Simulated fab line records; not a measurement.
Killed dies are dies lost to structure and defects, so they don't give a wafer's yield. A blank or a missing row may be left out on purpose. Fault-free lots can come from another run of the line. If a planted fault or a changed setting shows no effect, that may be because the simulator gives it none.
Which of the tools did it? + flow n5 finfet + 12 lots, 36 wafers sampled, at 1 step of a route of 1938

## WHAT THE GAUGES SHOWED, per wafer
N5_FIN_SAQP_THK_MEAS_05.
| lot  | measured    | on            | thk nm (nm)    |
|------|-------------|---------------|----------------|
| L075 | day 2 03:47 | film metro-01 | 37.8 38.2 38.5 |
| L077 | day 2 15:31 | film metro-01 | 38.6 38.5 38.3 |
| L079 | day 3 05:25 | film metro-01 | 37.3 37.9 37.7 |
| L081 | day 3 17:02 | film metro-01 | 38.3 38.6 39.0 |
| L083 | day 4 05:24 | film metro-01 | 37.6 37.9 38.3 |
| L085 | day 4 14:41 | film metro-02 | 37.7 37.6 37.9 |
| L087 | day 5 04:49 | film metro-02 | 37.6 38.3 38.3 |
| L089 | day 5 15:07 | film metro-02 | 37.7 37.3 38.7 |
| L091 | day 6 02:44 | film metro-01 | 38.2 38.9 39.3 |
| L093 | day 6 15:44 | film metro-01 | 37.7 38.1 38.6 |
| L095 | day 7 03:05 | film metro-01 | 37.6 38.3 38.0 |
| L097 | day 7 15:19 | film metro-02 | 37.0 37.5 38.1 |

## EACH LOT AND THE TOOL THAT RAN IT (in order: tool; ch and the chambers of the sampled wafers; start)
Record: no process step prior to these readings.

## THE ANSWER, worked out from the rows above alone
Rule: the lots themselves supply what counts as usual. Put in order of their means at a reading, lots are off if they are a third of the lots or fewer, leave a main group of 4 or more, and stand apart from it by a gap of 3 or more times the standard deviation of the main group's means; of several such gaps the widest counts. Not used: any main group whose means are identical at the precision the tables above print for the reading. A lot without any number at a reading at which 4 lots or more have one is off too. Where the step has rows for the other lots, those lots are counted as sound.
None of the lots is off at any reading shown; this tells nothing.

## WHAT HAD BEEN PUT IN BY THE SIMULATOR
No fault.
